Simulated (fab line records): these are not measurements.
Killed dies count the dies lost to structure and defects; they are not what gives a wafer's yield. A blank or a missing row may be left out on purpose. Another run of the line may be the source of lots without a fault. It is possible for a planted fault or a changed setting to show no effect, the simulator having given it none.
Comparing a struck lot with a sound one :: flow nand-harc :: 37 steps out of a route of 1159
Sound: the wafers L878.1, L878.4, L878.5. Wafers L890.4, L890.5, L890.6 were the ones struck. At the end, the cause is stated.
Per side, at each step with rows, come the tool, then ch with its chambers, and then its first start. Under that, the readings that differ: sound wafers :: struck wafers :: difference of the means :: sigmas: that difference in standard deviations of wafers without a fault.
alike: readings whose means differ by less than 2 such deviations, and words and numbers that are the same on both sides. not compared: withheld readings, readings that some wafer has no value for, bounds like >300 that may hide the same value, and numbers for which the record gives no deviation and whose values overlap.
Wherever a step has rows on one side only, a row that says differs or no value, or a row with sigmas, the two part there. Non-overlapping numbers with no deviation appear without sigmas and do not part them. Lack of a reading on every wafer of one side parts them only where that side has two or more wafers.

first, 8 steps without rows for these wafers: NHARC_A_WL_FILL_CVD_03 (deposits W, target thk 40 nm, time 3302 s); NHARC_A_WL_FILL_ETCHBACK_04 (etches the open film in NF3, target depth 60 nm, time 120 s); NHARC_A_WL_FILL_ETCHBACK_05 (etches the open film in Cl2/BCl3, target depth 22 nm, time 60 s); NHARC_A_WL_FILL_STRIP_27 (strips in N2/H2, time 20 s); NHARC_A_WL_FILL_STRIP_28 (strips in post etch residue remover, time 1200 s); NHARC_A_WL_FILL_PRECLEAN_06 (cleans in DIW, time 300 s); NHARC_A_WL_FILL_SRD_07; NHARC_A_WL_FILL_ANNEAL_08 (time 1800 s).
NHARC_A_WL_FILL_ALD_10: deposits SiO2, target thk 50 nm, pulse time 10 s, ald cycles 500.
  sound on ald-hk-01 ch 0,1,3, day 15 11:56; struck on ald-hk-02 ch 1,2,3, day 18 06:54
  alike: heater-power-w, precursor-pulse-height-rel
  not compared: since-wet-clean-h
then, 2 steps without rows for these wafers: NHARC_A_WL_FILL_ETCHBACK_16 (etches the open film in C4F8/O2/Ar, target depth 88 nm, time 17.6 s); NHARC_A_WL_FILL_STRIP_29 (strips in O2, time 20 s).
NHARC_A_WL_FILL_ETCHBACK_17: etches the open film in Cl2/BCl3, target depth 4 nm, time 26.7 s.
  sound on rie-metal-01 ch 0,1, day 15 15:44; struck on rie-metal-03 ch 0,1, day 18 10:44
  alike: chamber-pressure-mTorr, drypump-motor-current-A, oes-product-au
  not compared: rf-hours-counter-h
then, 3 steps without rows for these wafers: NHARC_A_WL_FILL_PRECLEAN_18 (cleans in dHF, time 30 s); NHARC_A_WL_FILL_SRD_21; NHARC_A_WL_FILL_CVD_23 (deposits poly-Si, target thk 40 nm, time 800 s).
NHARC_A_WL_FILL_ETCHBACK_26: etches the open film in HBr, target depth 52 nm, time 13.3 s.
  sound on rie-si-02 ch 1,2, day 15 19:43; struck on rie-si-02 ch 2,3, day 18 15:55
  alike: chamber-pressure-mTorr, drypump-motor-current-A, hbr-flow-sccm, oes-product-au, throttle-valve-pct
  not compared: rf-hours-counter-h
then, 3 steps without rows for these wafers: NHARC_A_WL_FILL_PRECLEAN_30 (cleans in dHF, time 10 s); NHARC_A_WL_FILL_SRD_14; NHARC_A_WL_FILL_ALD_19 (deposits TiN, target thk 2 nm, pulse time 3 s, ald cycles 100).
NHARC_A_WL_FILL_CVD_20: deposits W, target thk 75 nm, time 5064 s.
  sound on cvd-w-01 ch 0,1; struck on cvd-w-02 ch 0,1
  alike: heater-power-w, mfc-h2-sccm, mfc-wf6-sccm, throttle-valve-pct
  not compared: since-wet-clean-h
NHARC_A_WL_FILL_CMP_12: polishes, t overpolish 30 s, target thk 75 nm.
  sound on cmp-03 ch 0,3, day 16 01:14; struck on cmp-03 ch 1,2,3, day 18 21:29
  alike: motor-current-A, overpolish-run-s, time-to-endpoint-s
then, 3 steps without rows for these wafers: NHARC_A_WL_FILL_SRD_31; NHARC_A_CONTACT_DEP_24 (deposits SiO2, target thk 500 nm); NHARC_A_CONTACT_DEP_28 (deposits aC, target thk 3600 nm).
NHARC_A_CONTACT_DEP_29: deposits SiON, target thk 70 nm.
  sound on pecvd-03 ch 0,2, day 16 05:53; struck on pecvd-01 ch 0,1,2, day 19 00:53
  alike: heater-power-w
  not compared: since-wet-clean-h
then, 10 steps without rows for these wafers: NHARC_A_CONTACT_DEHYDRATE_32 (time 120 s); NHARC_A_CONTACT_HMDS_33 (time 30 s); NHARC_A_CONTACT_COAT_34 (time 75 s); NHARC_A_CONTACT_COAT_35 (time 65 s); NHARC_A_CONTACT_COAT_36 (resist thk 90 nm); NHARC_A_CONTACT_SOFTBAKE_37 (time 55 s); NHARC_A_CONTACT_EBR_38; NHARC_A_CONTACT_EXPOSE_39 (exposes mask A CC 3); NHARC_A_CONTACT_PEB_40 (peb time 65 s); NHARC_A_CONTACT_DEVELOP_41 (develop time 35 s).
NHARC_A_CONTACT_CD_MEAS_42 targets a cd of 200 nm.
  sound on cd-sem-02 ch 0, day 16 06:35; struck on cd-sem-02 ch 0, day 19 01:25
  alike: cd-nm
-- the record jumps here: 4 days lie between the struck wafers' starts before and after (it left off in module A_CONTACT and takes up again in module END, whose first step shown is number 1159 of the route) --
NHARC_END_SORT_01:
  at this point the record logs the struck wafers (prober-02 ch 0, day 22 14:46) and has no rows for the sound ones

WHERE THEY PART
Within this record, at NHARC_END_SORT_01 only.

WHY: what had been put in by the simulator
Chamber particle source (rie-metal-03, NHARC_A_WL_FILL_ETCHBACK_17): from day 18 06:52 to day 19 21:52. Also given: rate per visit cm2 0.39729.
